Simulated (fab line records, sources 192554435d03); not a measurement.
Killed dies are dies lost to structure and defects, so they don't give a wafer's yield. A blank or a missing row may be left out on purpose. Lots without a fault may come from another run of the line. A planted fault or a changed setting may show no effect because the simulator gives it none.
Chamber matching | flow n5_finfet | N5_BEOL_M11_PECVD_70 on pecvd-01: 3 sister chambers
The step deposits SiO2 from TEOS/O2, target thk 20 nm, time 22.7 s. 22 wafers are shown with their chamber, then 11 later ones without.

WAFERS WITH THEIR CHAMBER
wafer  | chamber | showerhead_plenum_p_Torr (Torr) | throttle_valve_pct (%) | rf_fwd_power_W (W)
L074.1 | 0       | 8.80                            | 21.6                   | 443.7
L074.4 | 2       | 8.87                            | 19.7                   | 446.0
L074.5 | 1       | 8.71                            | 21.4                   | 447.5
L076.2 | 2       | 8.88                            | 20.0                   | 444.8
L076.3 | 0       | 8.78                            | 22.1                   | 444.0
L076.5 | 0       | 8.81                            | 21.9                   | 443.5
L081.2 | 2       | 8.90                            | 19.8                   | 446.4
L081.5 | 2       | 8.88                            | 19.9                   | 445.4
L081.6 | 0       | 8.79                            | 21.8                   | 443.7
L077.2 | 1       | 8.75                            | 21.3                   | 444.5
L077.3 | 2       | 8.88                            | 19.8                   | 446.0
L077.5 | 2       | 8.91                            | 19.9                   | 446.8
L080.2 | 0       | 8.83                            | 22.1                   | 444.9
L080.3 | 2       | 8.90                            | 20.2                   | 444.6
L080.5 | 0       | 8.78                            | 21.5                   | 444.0
L085.4 | 2       | 8.87                            | 20.1                   | 444.8
L085.5 | 0       | 8.80                            | 22.0                   | 445.1
L085.6 | 1       | 8.72                            | 21.0                   | 446.6
L084.2 | 0       | 8.82                            | 21.7                   | 444.1
L084.3 | 1       | 8.73                            | 21.6                   | 445.4
L084.4 | 0       | 8.80                            | 21.6                   | 441.1
L087.2 | 2       | 8.88                            | 19.9                   | 445.8

SIGNATURES (means of the wafers above)
reading                  | chamber 0 | chamber 1 | chamber 2 | scatter within a chamber
showerhead_plenum_p_Torr | 8.8011    | 8.7275    | 8.8856    | 0.0159
throttle_valve_pct       | 21.811    | 21.325    | 19.922    | 0.204
rf_fwd_power_W           | 443.789   | 446.000   | 445.622   | 1.04
Rule: a wafer's distance from a chamber is the root of the sum, over the readings, of the square of ((its reading less the chamber's mean) divided by the reading's scatter). The wafer belongs to the nearest chamber; if the next one is less than 2 further off, it can't be placed. The scatter: the root of (the sum of the squares of (reading less its chamber's mean) over the shown wafers, divided by (wafers less chambers)).

WAFERS WITHOUT THEIR CHAMBER
wafer  | showerhead_plenum_p_Torr (Torr) | throttle_valve_pct (%) | rf_fwd_power_W (W)
L087.3 | 8.80                            | 22.0                   | 444.3
L087.6 | 8.82                            | 22.0                   | 440.8
L093.1 | 8.70                            | 21.1                   | 448.2
L093.2 | 8.82                            | 21.8                   | 444.1
L093.6 | 8.72                            | 21.2                   | 447.6
L092.1 | 8.81                            | 21.8                   | 443.6
L092.4 | 8.81                            | 21.8                   | 443.5
L092.6 | 8.70                            | 21.3                   | 444.4
L095.1 | 8.80                            | 21.9                   | 441.1
L095.3 | 8.72                            | 21.4                   | 444.5
L095.5 | 8.81                            | 21.7                   | 442.2

WHICH CHAMBER EACH WENT THROUGH
wafer  | from the rows above | in truth
L087.3 | 0                   | 0
L087.6 | 0                   | 0
L093.1 | 1                   | 1
L093.2 | 0                   | 0
L093.6 | 1                   | 1
L092.1 | 0                   | 0
L092.4 | 0                   | 0
L092.6 | 1                   | 1
L095.1 | 0                   | 0
L095.3 | 1                   | 1
L095.5 | 0                   | 0
Placed correctly: 11 of 11. Can't be placed from these rows: 0. Placed wrongly: 0.
